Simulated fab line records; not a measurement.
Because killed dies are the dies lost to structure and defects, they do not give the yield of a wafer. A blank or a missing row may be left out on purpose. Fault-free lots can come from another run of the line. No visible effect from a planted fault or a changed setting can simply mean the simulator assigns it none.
fab line records + flow n5_finfet + part 2 of 2: steps 26 to 32 of 32
record:
- lots: 5
- wafers: 15
- last_day: 17
route steps=1938 shown STI_FIN_REVEAL@211 DUMMY_GATE@212
lots that met no fault: from a run of the same line without faults
start_h: hours from the record's opening day to when the first of the lot's shown wafers began + wait_h: hours since the lot's step before + " the same as in the row above + L1.1+2: a single row standing in for several wafers + - no value present, or no start provided + * or withheld: withheld + < > ~ a bound
route shown NAME@n: NAME is a module with steps in the file, n the number in the route of the first one + usual: average and standard deviation across the fault-free wafers + same: alike in all rows + chamber/n: place in a boat + sites: the reading at each site + _std_site: the values' standard deviation + _edge_site: outer sites' mean less inner sites' + radius_mm: for every site, how far away it sits from the centre of the wafer + mask NAME#n: copy n + behind: tool/chamber where the wafer was last shaped + hold: cause of the lot's hold/its duration in hours/its outcome + device: whichever transistor did not switch (one of n, p or np) + end of line: tests run on the same wafers once the route is complete + a step given without rows: its recipe and nothing more + killed: dies that structure and defects cost at the first sort, which is not the same as the wafer's yield + map: a wafer's dies, marking killed ones x, the rest . and places with no die _
set.NAME: the setting the step ran with; set.NAME@STEP: the setting that earlier step ran with + model.NAME: the simulator's own value behind a step, which no gauge read
lots at selected steps of the route; one table per step, one row per wafer
services: a tool's chamber out of use, with start hour (start_h, from the record's first day; less than 0 if before it), hours out, and reason
== steps ==
step: N5_DUMMY_GATE_ETCH_36
recipe:
- chemistry: CF4
- target: SiARC
- target_depth_a: 130
- pressure_mtorr: 40
- source_w: 545
- bias_w: 36
- Ar_flow_sccm: 100
- cf4_flow_sccm: 100
- ion_energy_ev: 80
usual:
- cf4_flow_sccm: 100.01/0.26
- drypump_motor_current_A: 5.5/0.48
- oes_product_au: 0.77/0.091
- rf_vpp_V: 184.5/1.1
- showerhead_plenum_p_Torr: 2.17/0.066
- throttle_valve_pct: 15.61/0.17
| lot.wafer | tool        | chamber | start_h | wait_h | cf4_flow_sccm | drypump_motor_current_A | oes_product_au | rf_hours_counter_h | rf_vpp_V | showerhead_plenum_p_Torr | throttle_valve_pct |
|-----------|-------------|---------|---------|--------|---------------|-------------------------|----------------|--------------------|----------|--------------------------|--------------------|
| L074.2    | rie_diel-02 | 1       | 45.81   | 0.0    | 100.60        | 5.6                     | 0.79           | 112                | 184.9    | 2.25                     | 15.75              |
| L074.4    | "           | 1       | "       | "      | 100.28        | 5.6                     | 0.79           | -                  | 187.3    | 2.25                     | 15.73              |
| L074.5    | "           | 2       | "       | "      | 99.48         | 5.1                     | 0.73           | -                  | 183.2    | 2.14                     | 15.42              |
| L088.1    | rie_diel-02 | 1       | 131.11  | 0.0    | 99.94         | 5.6                     | 0.76           | 141                | 185.1    | 2.24                     | 15.81              |
| L088.4    | "           | 0       | "       | "      | 100.26        | 6.5                     | 0.69           | 233                | 184.0    | 2.19                     | 15.47              |
| L088.6    | "           | 1       | "       | "      | 100.21        | 5.6                     | 0.76           | -                  | 185.1    | 2.24                     | 15.81              |
| L092.3    | rie_diel-01 | 0       | 157.51  | 0.0    | 100.05        | 5.3                     | 0.87           | 69                 | 185.1    | 2.25                     | 15.50              |
| L092.5    | "           | 0       | "       | "      | 100.25        | 5.3                     | 0.86           | -                  | 184.6    | 2.25                     | 15.50              |
| L092.6    | "           | 2       | "       | "      | 99.88         | 5.4                     | 0.72           | -                  | 184.6    | 2.13                     | 15.74              |
| L094.1    | rie_diel-02 | 3       | 169.27  | 0.0    | 100.05        | 4.9                     | 0.87           | 38                 | 183.8    | 2.11                     | 15.63              |
| L094.2    | "           | 2       | "       | "      | 100.55        | 5.1                     | 0.69           | 202                | 185.2    | 2.13                     | 15.55              |
| L094.6    | "           | 1       | "       | "      | 100.26        | 5.6                     | 0.75           | -                  | 184.3    | 2.24                     | 15.82              |
| L096.3    | rie_diel-02 | 2       | 179.95  | 0.0    | 99.94         | 5.1                     | 0.70           | 206                | 184.7    | 2.13                     | 15.53              |
| L096.4    | "           | 0       | "       | "      | 100.02        | 6.5                     | 0.68           | 248                | 183.3    | 2.18                     | 15.51              |
| L096.6    | "           | 3       | "       | "      | 100.33        | 4.9                     | 0.88           | -                  | 183.4    | 2.11                     | 15.64              |
step: N5_DUMMY_GATE_ETCH_37
recipe:
- chemistry: N2/H2
- target: SOC
- target_depth_a: 600
- overetch_a: 300
- temp_c: 40
- ion_energy_ev: 200
- pressure_mtorr: 30
- source_w: 840
- bias_w: 150
- n2_flow_sccm: 200
- h2_flow_sccm: 200
usual:
- drypump_motor_current_A: 5.5/0.47
- n2_flow_sccm: 200.1/0.65
- oes_product_au: 0.60/0.064
- rf_vpp_V: 524.9/2.3
- showerhead_plenum_p_Torr: 2.58/0.082
- throttle_valve_pct: 17.79/0.17
| lot.wafer | tool        | chamber | start_h | wait_h | drypump_motor_current_A | n2_flow_sccm | oes_product_au | rf_hours_counter_h | rf_vpp_V | showerhead_plenum_p_Torr | throttle_valve_pct |
|-----------|-------------|---------|---------|--------|-------------------------|--------------|----------------|--------------------|----------|--------------------------|--------------------|
| L074.2    | rie_diel-02 | 1       | 45.85   | 0.0    | 5.6                     | 199.5        | 0.62           | 112                | 529.3    | 2.64                     | 17.66              |
| L074.4    | "           | 1       | "       | "      | 5.6                     | 200.0        | 0.62           | -                  | 527.0    | 2.64                     | 17.67              |
| L074.5    | "           | 2       | "       | "      | 5.1                     | 200.1        | 0.58           | -                  | 522.9    | 2.55                     | 17.73              |
| L088.1    | rie_diel-02 | 1       | 131.15  | 0.0    | 5.6                     | 198.8        | 0.59           | 141                | 525.7    | 2.63                     | 17.73              |
| L088.4    | "           | 0       | "       | "      | 6.5                     | 200.0        | 0.54           | 233                | 526.1    | 2.62                     | 17.77              |
| L088.6    | "           | 1       | "       | "      | 5.6                     | 200.0        | 0.59           | -                  | 526.5    | 2.63                     | 17.73              |
| L092.3    | rie_diel-01 | 0       | 157.55  | 0.0    | 5.4                     | 199.6        | 0.66           | 69                 | 527.7    | 2.69                     | 17.76              |
| L092.5    | "           | 0       | "       | "      | 5.4                     | 198.9        | 0.67           | -                  | 528.5    | 2.69                     | 17.77              |
| L092.6    | "           | 2       | "       | "      | 5.4                     | 199.4        | 0.57           | -                  | 524.2    | 2.55                     | 18.09              |
| L094.1    | rie_diel-02 | 3       | 169.31  | 0.0    | 5.0                     | 199.5        | 0.69           | 38                 | 523.8    | 2.49                     | 17.90              |
| L094.2    | "           | 2       | "       | "      | 5.1                     | 201.6        | 0.57           | 202                | 523.4    | 2.54                     | 17.78              |
| L094.6    | "           | 1       | "       | "      | 5.6                     | 200.6        | 0.59           | -                  | 526.7    | 2.62                     | 17.76              |
| L096.3    | rie_diel-02 | 2       | 179.99  | 0.0    | 5.1                     | 199.9        | 0.56           | 206                | 522.9    | 2.54                     | 17.81              |
| L096.4    | "           | 0       | "       | "      | 6.6                     | 200.6        | 0.53           | 249                | 526.5    | 2.61                     | 17.82              |
| L096.6    | "           | 3       | "       | "      | 5.0                     | 199.3        | 0.69           | -                  | 522.2    | 2.49                     | 17.90              |
step: N5_DUMMY_GATE_STRIP_38
recipe:
- chemistry: N2/H2
- temp_c: 40
- n2_flow_sccm: 200
- h2_flow_sccm: 200
- rf_frequency_hz: 6e+07
| lot.wafer  | tool        | chamber | start_h | wait_h |
|------------|-------------|---------|---------|--------|
| L074.2+4+5 | rie_diel-02 | 1,1,2   | 45.89   | 0.0    |
| L088.1+4+6 | rie_diel-02 | 1,0,1   | 131.19  | 0.0    |
| L092.3+5+6 | rie_diel-01 | 0,0,2   | 157.59  | 0.0    |
| L094.1+2+6 | rie_diel-02 | 3,2,1   | 169.35  | 0.0    |
| L096.3+4+6 | rie_diel-02 | 2,0,3   | 180.03  | 0.0    |
step: N5_DUMMY_GATE_STRIP_39
recipe:
- chemistry: N2/H2
- temp_c: 40
- n2_flow_sccm: 200
- h2_flow_sccm: 200
- rf_frequency_hz: 6e+07
| lot.wafer  | tool        | chamber | start_h | wait_h |
|------------|-------------|---------|---------|--------|
| L074.2+4+5 | rie_diel-02 | 1,1,2   | 45.90   | 0.0    |
| L088.1+4+6 | rie_diel-02 | 1,0,1   | 131.20  | 0.0    |
| L092.3+5+6 | rie_diel-01 | 0,0,2   | 157.60  | 0.0    |
| L094.1+2+6 | rie_diel-02 | 3,2,1   | 169.36  | 0.0    |
| L096.3+4+6 | rie_diel-02 | 2,0,3   | 180.04  | 0.0    |
step: N5_DUMMY_GATE_TRIM_49
recipe:
- chemistry: O2
- resist: SOC
- time_s: 29
- target_cd_nm: 14
- source_power_w: 300
- bias_power_w: 0
- O2_flow_sccm: 100
- temp_c: 20
usual:
- drypump_motor_current_A: 5.78/0.27
- oes_product_au: 0.995/0.015
- throttle_valve_pct: 8.19/0.16
| lot.wafer | tool      | chamber | start_h | wait_h | drypump_motor_current_A | oes_product_au | rf_hours_counter_h | throttle_valve_pct |
|-----------|-----------|---------|---------|--------|-------------------------|----------------|--------------------|--------------------|
| L074.2    | rie_si-02 | 3       | 45.93   | 0.0    | 5.82                    | 0.975          | 23                 | 7.99               |
| L074.4    | "         | 2       | "       | "      | 5.84                    | 0.989          | 41                 | 8.09               |
| L074.5    | "         | 1       | "       | "      | 5.83                    | 1.007          | -                  | 8.35               |
| L088.1    | rie_si-06 | 0       | 131.23  | 0.0    | 5.92                    | 1.025          | 9                  | 8.37               |
| L088.4    | "         | 3       | "       | "      | 6.20                    | 0.983          | 102                | 7.92               |
| L088.6    | "         | 1       | "       | "      | 5.79                    | 0.995          | -                  | 8.32               |
| L092.3    | rie_si-02 | 0       | 157.63  | 0.0    | 5.24                    | 0.968          | 69                 | 8.28               |
| L092.5    | "         | 1       | "       | "      | 5.78                    | 0.997          | -                  | 8.35               |
| L092.6    | "         | 0       | "       | "      | 5.24                    | 0.969          | -                  | 8.28               |
| L094.1    | rie_si-06 | 2       | 169.39  | 0.0    | 6.01                    | 0.993          | 9                  | 8.11               |
| L094.2    | "         | 0       | "       | "      | 5.95                    | 1.037          | 10                 | 8.35               |
| L094.6    | "         | 2       | "       | "      | 6.03                    | 0.990          | -                  | 8.13               |
| L096.3    | rie_si-01 | 0       | 180.07  | 0.0    | 5.73                    | 0.991          | 178                | 8.43               |
| L096.4    | "         | 1       | "       | "      | 5.99                    | 1.008          | 20                 | 7.97               |
| L096.6    | "         | 3       | "       | "      | 5.95                    | 0.992          | -                  | 8.18               |
step: N5_DUMMY_GATE_STRIP_40
recipe:
- chemistry: CF4
- resist: SiARC
- power_w: 300
- bias_power_w: 75
- pressure_mtorr: 50
- cf4_flow_sccm: 150
- rf_frequency_hz: 6e+07
usual:
- cf4_flow_sccm: 150.0/0.42
- drypump_motor_current_A: 5.5/0.45
- oes_product_au: 0.75/0.083
- rf_vpp_V: 271.5/1.6
- showerhead_plenum_p_Torr: 1.81/0.058
- throttle_valve_pct: 13.60/0.19
| lot.wafer | tool        | chamber | start_h | wait_h | cf4_flow_sccm | drypump_motor_current_A | oes_product_au | rf_hours_counter_h | rf_vpp_V | showerhead_plenum_p_Torr | throttle_valve_pct |
|-----------|-------------|---------|---------|--------|---------------|-------------------------|----------------|--------------------|----------|--------------------------|--------------------|
| L074.2    | rie_diel-01 | 1       | 46.23   | 0.3    | 149.1         | 5.9                     | 0.69           | 214                | 269.5    | 1.76                     | 13.49              |
| L074.4    | "           | 2       | "       | "      | 150.4         | 5.4                     | 0.74           | -                  | 271.2    | 1.79                     | 13.62              |
| L074.5    | "           | 1       | "       | "      | 149.4         | 6.0                     | 0.70           | -                  | 271.3    | 1.76                     | 13.49              |
| L088.1    | rie_diel-01 | 0       | 131.33  | 0.1    | 149.9         | 5.3                     | 0.84           | 61                 | 274.7    | 1.89                     | 13.43              |
| L088.4    | "           | 0       | "       | "      | 150.3         | 5.4                     | 0.83           | -                  | 273.2    | 1.89                     | 13.45              |
| L088.6    | "           | 1       | "       | "      | 149.7         | 6.0                     | 0.69           | -                  | 270.6    | 1.76                     | 13.52              |
| L092.3    | rie_diel-02 | 3       | 157.77  | 0.1    | 150.1         | 4.9                     | 0.86           | 34                 | 270.3    | 1.77                     | 13.58              |
| L092.5    | "           | 1       | "       | "      | 149.8         | 5.6                     | 0.75           | -                  | 273.1    | 1.88                     | 13.81              |
| L092.6    | "           | 2       | "       | "      | 150.0         | 5.1                     | 0.71           | -                  | 269.7    | 1.78                     | 13.49              |
| L094.1    | rie_diel-04 | 1       | 169.49  | 0.1    | 149.8         | 5.1                     | 0.69           | 247                | 271.6    | 1.83                     | 13.66              |
| L094.2    | "           | 0       | "       | "      | 150.3         | 5.4                     | 0.93           | 12                 | 270.1    | 1.77                     | 13.28              |
| L094.6    | "           | 1       | "       | "      | 149.8         | 5.1                     | 0.69           | -                  | 274.0    | 1.83                     | 13.65              |
| L096.3    | rie_diel-02 | 0       | 180.19  | 0.1    | 149.7         | 6.5                     | 0.67           | 249                | 271.3    | 1.82                     | 13.48              |
| L096.4    | "           | 2       | "       | "      | 150.2         | 5.1                     | 0.71           | 206                | 270.6    | 1.78                     | 13.50              |
| L096.6    | "           | 2       | "       | "      | 149.5         | 5.1                     | 0.71           | -                  | 270.4    | 1.78                     | 13.52              |
step: N5_DUMMY_GATE_CD_MEAS_50
recipe:
- target_cd_nm: 14
usual:
- cd_nm: 14.0/0.36
| lot.wafer | tool      | chamber | start_h | wait_h | cd_nm |
|-----------|-----------|---------|---------|--------|-------|
| L074.2    | cd_sem-01 | -       | 46.28   | 0.0    | 14.1  |
| L074.4    | "         | -       | "       | "      | 13.7  |
| L074.5    | "         | -       | "       | "      | 14.0  |
| L088.1    | cd_sem-03 | -       | 131.38  | 0.0    | 14.3  |
| L088.4    | "         | -       | "       | "      | 14.4  |
| L088.6    | "         | -       | "       | "      | 14.5  |
| L092.3    | cd_sem-03 | -       | 157.83  | 0.0    | 13.5  |
| L092.5    | "         | -       | "       | "      | 13.5  |
| L092.6    | "         | -       | "       | "      | 14.0  |
| L094.1    | cd_sem-03 | -       | 169.54  | 0.0    | 13.8  |
| L094.2    | "         | -       | "       | "      | 13.9  |
| L094.6    | "         | -       | "       | "      | 13.8  |
| L096.3    | cd_sem-01 | -       | 180.24  | 0.0    | 14.2  |
| L096.4    | "         | -       | "       | "      | 13.8  |
| L096.6    | "         | -       | "       | "      | 14.0  |
== services ==
| tool           | chamber | start_h | hours | kind   |
|----------------|---------|---------|-------|--------|
| rie_diel-02    | 0       | 14.89   | 8.3   | repair |
| rie_diel-02    | -       | 17.60   | 3.3   | repair |
| wet_bench-02   | -       | 19.15   | 1.9   | pm     |
| rie_diel-02    | -       | 24.75   | 2.8   | pm     |
| rie_diel-02    | 3       | 32.22   | 3.4   | repair |
| ald_sin-03     | 1       | 37.68   | 4.0   | repair |
| rie_diel-01    | 0       | 42.37   | 4.5   | repair |
| euv_scanner-02 | -       | 45.13   | 1.0   | pm     |
| euv_scanner-02 | -       | 47.65   | 2.5   | repair |
| rie_diel-01    | 0       | 51.11   | 3.1   | repair |
| lpcvd-02       | -       | 54.21   | 6.1   | pm     |
| rie_diel-02    | 2       | 57.22   | 10.9  | repair |
| lpcvd-01       | -       | 77.99   | 2.8   | pm     |
| rie_diel-02    | -       | 84.23   | 0.9   | repair |
| ald_sin-03     | -       | 85.25   | 14.0  | pm     |
| rie_diel-02    | 2       | 87.37   | 1.3   | repair |
| rie_diel-02    | 1       | 89.59   | 5.3   | repair |
| rie_diel-01    | 1       | 91.99   | 3.6   | repair |
| rie_diel-02    | 2       | 94.72   | 4.8   | repair |
| euv_scanner-02 | -       | 95.19   | 1.7   | repair |
| euv_scanner-02 | -       | 101.28  | 1.0   | pm     |
| euv_scanner-02 | -       | 103.44  | 4.6   | pm     |
| euv_scanner-02 | -       | 130.83  | 5.8   | pm     |
| euv_scanner-02 | -       | 157.43  | 1.0   | pm     |
